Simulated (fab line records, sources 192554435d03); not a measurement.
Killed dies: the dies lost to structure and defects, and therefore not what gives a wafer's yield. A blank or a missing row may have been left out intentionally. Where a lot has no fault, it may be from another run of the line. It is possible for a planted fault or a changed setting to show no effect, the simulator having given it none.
Chamber matching + flow n5-finfet + N5_BEOL_M10_DESCUM_16 on rie-diel-04: 4 sister chambers
The step chemistry O2, time 7.9 s. 8 wafers are shown with their chamber, then 12 later ones without.

## WAFERS WITH THEIR CHAMBER
| wafer  | chamber | drypump-motor-current-A (A) | throttle-valve-pct (%) |
|--------|---------|-----------------------------|------------------------|
| L084.6 | 3       | 6.5                         | 20.60                  |
| L087.6 | 1       | 5.4                         | 20.31                  |
| L086.1 | 0       | 5.2                         | 19.84                  |
| L086.3 | 2       | 5.8                         | 20.18                  |
| L086.4 | 2       | 5.7                         | 20.18                  |
| L089.2 | 1       | 5.4                         | 20.36                  |
| L089.4 | 0       | 5.2                         | 19.85                  |
| L089.5 | 3       | 6.5                         | 20.62                  |

## WAFERS WITH NO CHAMBER GIVEN
| wafer  | drypump-motor-current-A (A) | throttle-valve-pct (%) |
|--------|-----------------------------|------------------------|
| L091.3 | 5.2                         | 19.84                  |
| L091.5 | 5.8                         | 20.20                  |
| L091.6 | 5.3                         | 20.32                  |
| L092.1 | 5.8                         | 20.20                  |
| L092.2 | 5.4                         | 20.35                  |
| L092.3 | 5.2                         | 19.85                  |
| L095.1 | 5.2                         | 19.87                  |
| L095.3 | 5.8                         | 20.20                  |
| L095.6 | 5.4                         | 20.35                  |
| L097.1 | 6.5                         | 20.16                  |
| L097.3 | 5.2                         | 19.87                  |
| L097.6 | 6.5                         | 20.13                  |

## WHICH CHAMBER EACH WENT THROUGH
| wafer  | from the rows above     | in truth                   |
|--------|-------------------------|----------------------------|
| L091.3 | 0                       | 0                          |
| L091.5 | 2                       | 2                          |
| L091.6 | 1                       | 1                          |
| L092.1 | 2                       | 2                          |
| L092.2 | 1                       | 1                          |
| L092.3 | 0                       | 0                          |
| L095.1 | 0                       | 0                          |
| L095.3 | 2                       | 2                          |
| L095.6 | 1                       | 1                          |
| L097.1 | can't be placed: 2 or 3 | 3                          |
| L097.3 | 0                       | 0                          |
| L097.6 | 2                       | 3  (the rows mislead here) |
Placed correctly: 10 of 12. Can't be placed from these rows: 1 (the true chamber is among the candidates in 1). Wrongly placed: 1.
How it was worked out, from the rows above alone: a wafer's distance from a chamber is the root of the sum, over the readings, of the square of ((its reading less the chamber's mean) divided by the reading's scatter). If the next closest chamber is less than 2 further off than the closest, the wafer can't be placed; otherwise it belongs to the closest. Each chamber's mean is taken over the wafers shown for it. The scatter: take each reading less its chamber's mean, square it, sum over the shown wafers, divide by the number of wafers less the number of chambers, and take the root.
